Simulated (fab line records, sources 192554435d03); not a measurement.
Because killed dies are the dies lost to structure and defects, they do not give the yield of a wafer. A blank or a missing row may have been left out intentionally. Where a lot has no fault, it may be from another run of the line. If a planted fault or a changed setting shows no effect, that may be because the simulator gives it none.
fab line records	flow n5Finfet
record: lots: 6	wafers: 18	lastDay: 19
route steps=1938 shown SDB@356 BEOL_M4@1111
lots untouched by any fault: they come from a run of this same line in which no faults occurred
startH: hours from the record's first day to the start of the lot's first wafer shown	waitH: hours since the lot's step before	" same as the row above	L1.1+2: a single row standing in for several wafers	- no value, or no start given	* or withheld: withheld	< > ~ a bound
route shown NAME@n: a module of which the file shows steps, and the number in the route of the first	usual: the fault-free wafers' mean and standard deviation	same: alike in all rows	chamber/n: place in a boat	sites: readings site by site	_std_site: standard deviation across them	_edge_site: the outer-site mean with the inner-site mean subtracted	radiusMm: how far each site lies from the wafer's centre	mask NAME#n: copy n	behind: tool/chamber where the wafer was last shaped	hold: what put the lot on hold/how long, in hours/how the hold closed	device: the transistor (n, p or np) that didn't switch	end of line: the route-end tests of the same wafers	for a step that has no rows: nothing shown but its recipe	killed: count of dies lost to structure and defects at first sort (not the wafer's yield)	map: shows each die of a wafer: x if killed, . if not, _ if none is there
set.NAME: the setting the step ran with; set.NAME@STEP: the setting that earlier step ran with	model.NAME: the simulator's own value behind a step, which no gauge read
lots at some steps of the route; a table a step, a row a wafer
services: the hour from which a tool's chamber was out of use, counted from the record's first day as startH (under 0 if before that day), plus the number of hours and why
== steps ==
step: N5_SDB_CD_MEAS_11
recipe: targetCdNm: 50	landingEnergyEv: 500	detector: seInlens	polarity: opening
usual: cdNm: 50.1/1.4
lot.wafer	tool	chamber	startH	waitH	cdNm
L178.1	cdSem-01	0	121.65	-	50.4
L178.2	"	0	"	"	48.5
L178.5	"	0	"	"	50.5
L179.1	cdSem-01	0	123.69	-	51.1
L179.3	"	0	"	"	49.1
L179.5	"	0	"	"	49.5
L182.2	cdSem-03	0	139.76	-	51.9
L182.3	"	0	"	"	52.1
L182.4	"	0	"	"	52.2
L186.1	cdSem-02	0	164.39	-	47.8
L186.2	"	0	"	"	50.1
L186.6	"	0	"	"	47.9
L190.3	cdSem-01	0	189.36	-	50.7
L190.4	"	0	"	"	49.7
L190.6	"	0	"	"	51.1
L193.1	cdSem-01	0	206.30	-	49.1
L193.4	"	0	"	"	48.6
L193.5	"	0	"	"	52.6
step: N5_SDB_OVL_MEAS_12
recipe: pointsPerWafer: 44
usual: SDB_OVL: -0.5/0.82
lot.wafer	tool	chamber	startH	waitH	SDB_OVL[nm]
L178.1	overlay-02	0	121.68	0.0	-1.6
L178.2	"	0	"	"	-1.9
L178.5	"	0	"	"	-0.9
L179.1	overlay-01	0	123.72	0.0	-0.7
L179.3	"	0	"	"	0.2
L179.5	"	0	"	"	-0.6
L182.2	overlay-02	0	139.79	0.0	-1.1
L182.3	"	0	"	"	-0.2
L182.4	"	0	"	"	-0.5
L186.1	overlay-01	0	164.42	0.0	-1.4
L186.2	"	0	"	"	-0.6
L186.6	"	0	"	"	-1.1
L190.3	overlay-01	0	189.38	0.0	-0.9
L190.4	"	0	"	"	-1.4
L190.6	"	0	"	"	-1.3
L193.1	overlay-01	0	206.33	0.0	-0.7
L193.4	"	0	"	"	-1.8
L193.5	"	0	"	"	-0.1
step: N5_SDB_INSPECT_13
recipe: mode: adi	inspectInstrument: brightfield
usual: rawDefectCount: 69/35
lot.wafer	tool	chamber	startH	waitH	rawDefectCount
L178.1	defectInspect-02	-	121.70	0.0	66
L178.2	"	-	"	"	94
L178.5	"	-	"	"	77
L179.1	defectInspect-02	-	123.75	0.0	69
L179.3	"	-	"	"	90
L179.5	"	-	"	"	91
L182.2	defectInspect-01	-	139.81	0.0	76
L182.3	"	-	"	"	27
L182.4	"	-	"	"	76
L186.1	defectInspect-02	-	164.44	0.0	44
L186.2	"	-	"	"	43
L186.6	"	-	"	"	52
L190.3	defectInspect-01	-	189.41	0.0	85
L190.4	"	-	"	"	58
L190.6	"	-	"	"	56
L193.1	defectInspect-01	-	206.35	0.0	38
L193.4	"	-	"	"	22
L193.5	"	-	"	"	28
step: N5_SDB_DESCUM_16
recipe: chemistry: O2	timeS: 7.9	sourcePowerW: 50	biasPowerW: 20	pressureMtorr: 20	rfFrequencyHz: 2.712e+07	tempC: 40	resist: CAR-ArF	o2FlowSccm: 225
step: N5_SDB_ETCH_17
recipe: chemistry: CF4	target: SiARC	targetDepthA: 234	maskMaterial: CAR-ArF	timeS: 39	ionEnergyEv: 80	pressureMtorr: 40	sourceW: 545	biasW: 36	Ar_flow_sccm: 100	cf4FlowSccm: 100	ends: cleared
usual: drypumpMotorCurrentA: 5.8/0.52	etchRfOnTimeS: 39.9/0.77	oesProductAu: 0.63/0.061	rfVppV: 183.8/1.2	showerheadPlenumPTorr: 2.12/0.071	throttleValvePct: 15.61/0.24
lot.wafer	tool	chamber	startH	waitH	drypumpMotorCurrentA	etchRfOnTimeS	oesProductAu	rfHoursCounterH	rfVppV	showerheadPlenumPTorr	throttleValvePct
L178.1	rieDiel-04	0	122.06	0.0	6.0	39.2	0.66	110	183.6	2.16	15.93
L178.2	"	1	"	"	6.4	41.5	0.57	235	185.7	2.19	15.63
L178.5	"	3	"	"	5.2	39.3	0.61	-	184.0	2.03	15.51
L179.1	rieDiel-04	1	123.82	0.0	6.4	42.1	0.56	236	184.2	2.19	15.61
L179.3	"	3	"	"	5.2	40.0	0.60	214	181.6	2.03	15.49
L179.5	"	1	"	"	6.4	41.9	0.57	-	185.0	2.19	15.64
L182.2	rieDiel-04	3	139.95	0.0	5.2	40.3	0.60	221	182.6	2.03	15.50
L182.3	"	1	"	"	6.4	42.2	0.56	243	184.8	2.19	15.64
L182.4	"	0	"	"	6.0	40.2	0.64	-	185.7	2.15	15.95
L186.1	rieDiel-03	2	164.51	0.0	5.3	40.1	0.66	114	183.1	2.07	15.27
L186.2	"	0	"	"	5.6	40.3	0.58	218	183.4	2.04	15.64
L186.6	"	3	"	"	6.5	40.1	0.61	-	185.7	2.21	15.62
L190.3	rieDiel-04	2	189.48	0.0	5.6	39.5	0.62	187	183.6	2.05	15.90
L190.4	"	3	"	"	5.2	40.1	0.59	239	182.4	2.02	15.55
L190.6	"	2	"	"	5.6	39.5	0.62	-	183.3	2.05	15.90
L193.1	rieDiel-04	2	206.42	0.0	5.6	39.6	0.61	193	183.5	2.05	15.92
L193.4	"	3	"	"	5.2	40.6	0.58	246	181.9	2.02	15.55
L193.5	"	1	"	"	6.4	40.0	0.78	-	184.7	2.18	15.15
step: N5_SDB_ETCH_18
recipe: chemistry: N2/H2	target: SOC	targetDepthA: 1000	overetchA: 200	maskMaterial: SiARC	tempC: 40	timeS: 150	ionEnergyEv: 200	pressureMtorr: 30	sourceW: 840	biasW: 150	n2FlowSccm: 200	h2FlowSccm: 200
usual: drypumpMotorCurrentA: 5.8/0.52	oesProductAu: 0.67/0.06	rfVppV: 523.3/2.6	showerheadPlenumPTorr: 2.52/0.092	throttleValvePct: 17.86/0.26
lot.wafer	tool	chamber	startH	waitH	drypumpMotorCurrentA	oesProductAu	rfHoursCounterH	rfVppV	showerheadPlenumPTorr	throttleValvePct
L178.1	rieDiel-04	0	122.09	0.0	6.0	0.70	110	526.7	2.56	18.21
L178.2	"	1	"	"	6.4	0.62	235	527.4	2.62	17.93
L178.5	"	3	"	"	5.2	0.65	-	520.3	2.40	17.63
L179.1	rieDiel-04	1	123.85	0.0	6.4	0.62	236	526.1	2.62	17.96
L179.3	"	3	"	"	5.2	0.64	214	520.3	2.40	17.64
L179.5	"	1	"	"	6.4	0.62	-	526.8	2.62	17.96
L182.2	rieDiel-04	3	139.99	0.0	5.2	0.64	221	520.9	2.40	17.63
L182.3	"	1	"	"	6.4	0.61	243	526.5	2.62	17.96
L182.4	"	0	"	"	6.0	0.69	-	524.3	2.56	18.23
L186.1	rieDiel-03	2	164.54	0.0	5.3	0.70	114	522.6	2.45	17.48
L186.2	"	0	"	"	5.6	0.62	218	520.0	2.43	17.95
L186.6	"	3	"	"	6.5	0.65	-	525.9	2.64	17.98
L190.3	rieDiel-04	2	189.51	0.0	5.6	0.64	187	520.7	2.42	18.06
L190.4	"	3	"	"	5.2	0.63	239	519.5	2.39	17.67
L190.6	"	2	"	"	5.6	0.64	-	519.4	2.42	18.06
L193.1	rieDiel-04	2	206.46	0.0	5.6	0.64	193	520.5	2.42	18.07
L193.4	"	3	"	"	5.2	0.63	246	520.0	2.39	17.71
L193.5	"	1	"	"	6.4	0.83	-	525.8	2.61	17.54
step: N5_SDB_STRIP_19
recipe: chemistry: N2/H2	tempC: 40	n2FlowSccm: 200	h2FlowSccm: 200	rfFrequencyHz: 6e+07
step: N5_SDB_STRIP_21
recipe: chemistry: CF4	resist: SiARC	powerW: 300	biasPowerW: 75	pressureMtorr: 50	cf4FlowSccm: 150	rfFrequencyHz: 6e+07
step: N5_SDB_HM_OPEN_20
recipe: chemistry: CH3F/O2	target: SiNx	maskMaterial: SOC	targetDepthA: 240	stopOn: poly-Si	overEtchFrac: 0.4	ionEnergyEv: 120	pressureMtorr: 30	sourceW: 395	biasW: 73	Ar_flow_sccm: 150	CH3F_flow_sccm: 30	O2_flow_sccm: 20
usual: O2_flow_sccm: 20.00/0.057	drypumpMotorCurrentA: 5.8/0.51	oesProductAu: 0.62/0.058	rfVppV: 300/4.5	showerheadPlenumPTorr: 1.98/0.07	throttleValvePct: 16.35/0.22
lot.wafer	tool	chamber	startH	waitH	O2_flow_sccm	drypumpMotorCurrentA	oesProductAu	rfHoursCounterH	rfVppV	showerheadPlenumPTorr	throttleValvePct
L178.1	rieDiel-04	0	122.25	0.0	19.92	6.0	0.64	110	296	2.02	16.67
L178.2	"	1	"	"	19.95	6.4	0.55	235	306	2.06	16.42
L178.5	"	3	"	"	20.03	5.2	0.59	-	307	1.90	16.25
L179.1	rieDiel-04	1	124.01	0.0	20.08	6.4	0.57	236	305	2.06	16.44
L179.3	"	3	"	"	19.88	5.2	0.58	214	307	1.90	16.25
L179.5	"	1	"	"	20.09	6.4	0.57	-	305	2.06	16.42
L182.2	rieDiel-04	3	140.14	0.0	20.04	5.2	0.58	221	307	1.90	16.27
L182.3	"	1	"	"	19.92	6.4	0.55	243	304	2.06	16.44
L182.4	"	0	"	"	20.02	6.0	0.64	-	296	2.01	16.68
L186.1	rieDiel-03	2	164.70	0.0	19.98	5.3	0.64	114	300	1.93	16.05
L186.2	"	0	"	"	19.99	5.6	0.56	218	297	1.90	16.37
L186.6	"	3	"	"	19.96	6.5	0.61	-	296	2.05	16.31
L190.3	rieDiel-04	2	189.67	0.0	19.92	5.6	0.59	187	306	1.91	16.59
L190.4	"	3	"	"	19.93	5.2	0.58	240	307	1.89	16.29
L190.6	"	2	"	"	19.92	5.6	0.61	-	306	1.91	16.58
L193.1	rieDiel-04	2	206.61	0.0	19.95	5.6	0.59	193	308	1.91	16.59
L193.4	"	3	"	"	19.94	5.2	0.57	246	307	1.89	16.31
L193.5	"	1	"	"	20.09	6.4	0.78	-	306	2.05	15.99
step: N5_SDB_STRIP_22
recipe: chemistry: N2/H2	powerW: 1000	tempC: 250	h2Frac: 0.65	overashFraction: 0.3	pressureMtorr: withheld	n2FlowSccm: 1750	h2FlowSccm: 3250
usual: drypumpMotorCurrentA: 5.89/0.19	heaterPowerW: 332/31	oesProductAu: 0.715/0.0045	stripTimeToEndpointS: 96.6/0.38
lot.wafer	tool	chamber	startH	waitH	drypumpMotorCurrentA	heaterPowerW	oesProductAu	rfHoursCounterH	stripTimeToEndpointS
L178.1	plasmaAsher-02	0	122.34	0.1	6.17	304	0.717	86	96.1
L178.2	"	1	"	"	5.61	386	0.718	86	96.8
L178.5	"	0	"	"	6.18	296	0.716	-	96.3
L179.1	plasmaAsher-01	1	124.09	0.1	5.82	307	0.716	45	97.0
L179.3	"	1	"	"	5.80	297	0.719	-	96.3
L179.5	"	1	"	"	5.80	306	0.717	-	97.0
L182.2	plasmaAsher-01	1	140.22	0.1	5.80	303	0.717	47	96.4
L182.3	"	1	"	"	5.80	313	0.716	-	96.7
L182.4	"	0	"	"	6.03	348	0.716	-	96.4
L186.1	plasmaAsher-02	1	164.78	0.1	5.63	385	0.711	90	96.7
L186.2	"	0	"	"	6.14	305	0.716	90	96.8
L186.6	"	0	"	"	6.14	308	0.716	-	96.8
L190.3	plasmaAsher-02	1	190.24	0.5	5.63	376	0.720	-	96.3
L190.4	"	0	"	"	6.12	307	0.723	-	96.1
L190.6	"	0	"	"	6.15	311	0.712	-	96.1
L193.1	plasmaAsher-01	0	206.70	0.1	6.03	349	0.717	63	96.4
L193.4	"	1	"	"	5.76	295	0.717	-	96.7
L193.5	"	0	"	"	6.04	343	0.714	-	95.8
step: N5_SDB_PRECLEAN_23
recipe: chemistry: dHF	timeS: 30	tempC: 25	dilution: withheld
step: N5_SDB_DUMMY_REMOVE_24
recipe: chemistry: TMAH	tempC: 70	target: poly-Si	stopOn: SiO2	targetDepthNm: 142	concWtPct: 5	timeS: 57	dry: ipaMarangoni	rinseTimeS: 30	rinseTempC: 23
step: N5_SDB_ETCH_25
recipe: chemistry: C4F6/O2	target: SiO2	targetDepthA: 100	timeS: 3.3	ionEnergyEv: 250	maskMaterial: SiNx	pressureMtorr: 30	sourceW: 345	biasW: 185	Ar_flow_sccm: 300	C4F6_flow_sccm: 10	O2_flow_sccm: 10
usual: O2_flow_sccm: 10.000/0.029	drypumpMotorCurrentA: 5.9/0.49	oesProductAu: 0.77/0.096	rfVppV: 670/10	showerheadPlenumPTorr: 2.80/0.09	throttleValvePct: 21.17/0.26
lot.wafer	tool	chamber	startH	waitH	O2_flow_sccm	drypumpMotorCurrentA	oesProductAu	rfHoursCounterH	rfVppV	showerheadPlenumPTorr	throttleValvePct	model.etch.depthNm
L178.1	rieDiel-01	1	122.62	0.1	9.987	5.8	0.96	8	672	2.78	21.09	10.16
L178.2	"	2	"	"	9.984	6.5	0.78	137	663	2.73	21.48	9.972
L178.5	"	2	"	"	10.025	6.5	0.77	-	664	2.73	21.47	9.964
L179.1	rieDiel-04	3	124.31	0.0	9.967	5.2	0.71	215	688	2.71	20.99	9.923
L179.3	"	1	"	"	10.000	6.4	0.66	236	683	2.93	21.21	9.409
L179.5	"	0	"	"	9.956	6.0	0.77	-	662	2.87	21.56	9.791
L182.2	rieDiel-04	3	140.70	0.3	9.998	5.2	0.98	221	689	2.70	21.27	15.92
L182.3	"	1	"	"	10.007	6.4	0.66	243	682	2.93	21.24	9.489
L182.4	"	3	"	"	9.968	5.2	0.98	-	689	2.70	21.26	15.9
L186.1	rieDiel-04	2	165.01	0.0	10.040	5.6	0.72	177	688	2.72	21.37	9.772
L186.2	"	3	"	"	10.010	5.2	0.96	233	688	2.70	21.28	15.84
L186.6	"	3	"	"	10.019	5.2	0.96	-	689	2.70	21.28	15.74
L190.3	rieDiel-03	0	190.86	0.5	9.977	5.6	0.69	227	666	2.71	21.15	9.777
L190.4	"	0	"	"	10.020	5.6	0.68	-	666	2.71	21.16	9.74
L190.6	"	3	"	"	10.044	6.5	0.72	-	663	2.91	21.10	9.783
L193.1	rieDiel-01	3	206.91	0.0	9.979	5.9	0.90	43	665	2.79	20.78	10.22
L193.4	"	3	"	"	9.973	5.9	0.91	-	665	2.79	20.79	10.26
L193.5	"	0	"	"	9.965	6.4	0.71	-	651	2.95	21.50	9.777
step: N5_SDB_CUT_ETCH_26
recipe: chemistry: HBr/Cl2/O2	target: Si	targetDepthA: 1296	btTimeS: 20	maskMaterial: SiNx	timeS: 51.8	ionEnergyEv: *	biasW: *	pressureMtorr: 10	icpW: 800	HBr_flow_sccm: 150	Cl2_flow_sccm: 80	O2_flow_sccm: 12
usual: O2_flow_sccm: 12.00/0.03	drypumpMotorCurrentA: 5.8/0.43	oesProductAu: 1.005/0.02	throttleValvePct: 37.3/0.36
lot.wafer	tool	chamber	startH	waitH	O2_flow_sccm	drypumpMotorCurrentA	oesProductAu	rfHoursCounterH	throttleValvePct
L178.1	rieSi-04	2	122.70	0.1	12.00	5.8	1.019	110	36.8
L178.2	"	1	"	"	12.03	5.7	0.966	45	37.3
L178.5	"	1	"	"	12.04	5.7	0.974	-	37.3
L179.1	rieSi-05	1	124.40	0.1	12.09	5.3	1.036	75	37.5
L179.3	"	0	"	"	11.98	5.1	1.017	55	36.9
L179.5	"	2	"	"	12.02	6.5	1.000	-	37.5
L182.2	rieSi-01	3	140.79	0.1	12.04	5.5	0.978	56	36.8
L182.3	"	2	"	"	11.99	5.5	1.013	89	37.7
L182.4	"	1	"	"	11.97	6.3	0.970	65	37.3
L186.1	rieSi-05	1	165.12	0.1	12.09	5.2	1.038	75	37.5
L186.2	"	3	"	"	11.95	6.1	1.034	94	37.0
L186.6	"	3	"	"	12.00	6.1	1.025	-	37.0
L190.3	rieSi-04	2	190.94	0.1	12.03	5.8	1.024	112	36.8
L190.4	"	0	"	"	12.03	5.7	1.015	42	36.9
L190.6	"	2	"	"	11.98	5.7	1.005	-	36.8
L193.1	rieSi-05	2	207.03	0.1	12.01	6.5	0.990	130	37.5
L193.4	"	0	"	"	12.00	5.1	1.020	57	36.9
L193.5	"	1	"	"	11.97	5.2	1.024	-	37.5
step: N5_BEOL_M4_RC_MEAS_101
usual: DIBL_N: 35.8/1.7	DIBL_P: 35.3/2	IOFF_N: 0.150/0.026	IOFF_P: 0.194/0.029	ION_N: 667/11	ION_P: 456/7.1	SS_N: 71.4/0.65	SS_P: 73.1/0.64	VT_N: 251/3	VT_P: -252/3.2
lot.wafer	tool	chamber	startH	waitH	DIBL_N[mV/V]	DIBL_P[mV/V]	IOFF_N[nA/um]	IOFF_P[nA/um]	ION_N[uA/um]	ION_P[uA/um]	SS_N[mV/dec]	SS_P[mV/dec]	VT_N[mV]	VT_P[mV]
L178.1	prober-01	0	272.94	0.0	34.8	33.6	0.120	0.192	652	457	70.5	73.7	255	-247
L178.2	"	0	"	"	35.2	34.7	0.132	0.202	664	460	71.2	73.4	255	-250
L178.5	"	0	"	"	33.9	32.6	0.111	0.176	662	458	71.1	73.0	255	-250
L179.1	prober-01	0	276.86	0.0	36.7	37.7	0.203	0.258	695	473	72.1	73.8	245	-245
L179.3	"	0	"	"	34.6	35.8	0.151	0.226	674	463	71.8	73.1	249	-249
L179.5	"	0	"	"	32.9	34.1	0.127	0.200	660	464	70.6	72.9	251	-250
L182.2	prober-02	0	307.86	0.5	32.2	31.2	0.094	0.144	642	448	69.7	73.1	258	-255
L182.3	"	0	"	"	35.7	34.7	0.144	0.189	657	452	71.3	74.0	254	-253
L182.4	"	0	"	"	35.0	34.3	0.144	0.187	670	459	71.2	73.2	251	-253
L186.1	prober-01	0	313.28	0.0	35.2	33.2	0.137	0.175	641	444	71.9	72.7	252	-252
L186.2	"	0	"	"	34.7	33.3	0.125	0.173	661	454	71.2	72.7	252	-252
L186.6	"	0	"	"	37.3	36.8	0.166	0.228	649	450	71.8	73.7	248	-249
L190.3	prober-01	0	339.03	0.3	36.4	35.4	0.173	0.183	660	446	72.2	73.2	248	-255
L190.4	"	0	"	"	35.1	34.1	0.147	0.167	669	450	71.7	72.8	251	-254
L190.6	"	0	"	"	33.0	31.0	0.116	0.135	646	443	71.0	71.7	253	-257
L193.1	prober-02	0	349.42	0.0	37.4	38.4	0.191	0.199	681	451	71.3	74.2	247	-255
L193.4	"	0	"	"	38.1	39.3	0.192	0.207	677	453	72.0	74.2	247	-252
L193.5	"	0	"	"	34.7	35.7	0.144	0.164	666	447	71.4	73.0	248	-255
== services ==
tool	chamber	startH	hours	kind
rieDiel-01	0	100.51	13.7	repair
rieDiel-04	2	110.41	45.9	repair
rieDiel-04	-	115.75	0.4	repair
rieSi-04	0	136.64	1.9	repair
plasmaAsher-02	-	140.98	21.8	repair
rieDiel-04	1	156.64	-	clean
rieDiel-04	1	156.64	-	consumableReplace:focusRing
rieDiel-04	1	156.64	21.8	scheduledDown
rieDiel-04	1	156.64	21.8	ventCycle
rieDiel-04	0	159.67	9.2	repair
rieDiel-04	3	166.89	6.3	repair
rieSi-01	0	178.35	4.3	repair
rieDiel-03	1	182.04	-	clean
rieDiel-03	1	182.04	-	consumableReplace:focusRing
rieDiel-03	1	182.04	21.0	scheduledDown
rieDiel-03	1	182.04	21.0	ventCycle
rieSi-05	3	183.40	6.8	repair
plasmaAsher-01	-	188.63	5.5	repair
rieSi-04	3	192.40	0.9	repair
rieDiel-01	2	196.01	16.2	repair
== key ==
firstSign: step: N5_SDB_ETCH_25	reading: oesProductAu	direction: up	sigmas: 2.1	usual: 0.77	struck: 0.97
effect none on later readings
modelEffect: step: N5_SDB_ETCH_25	value: etch.depthNm	without: 9.834	struck: 15.85
metAt N5_SDB_ETCH_25
struckWafers L182.2,L182.4,L186.2,L186.6
onsetBetween 124.31 140.70
fault: kind: processParameterDrift	tool: rieDiel-04	chamber: 3	onsetH: 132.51	steps: N5_SDB_ETCH_25	channel: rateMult	offset: 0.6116	shape: step	endH: 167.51
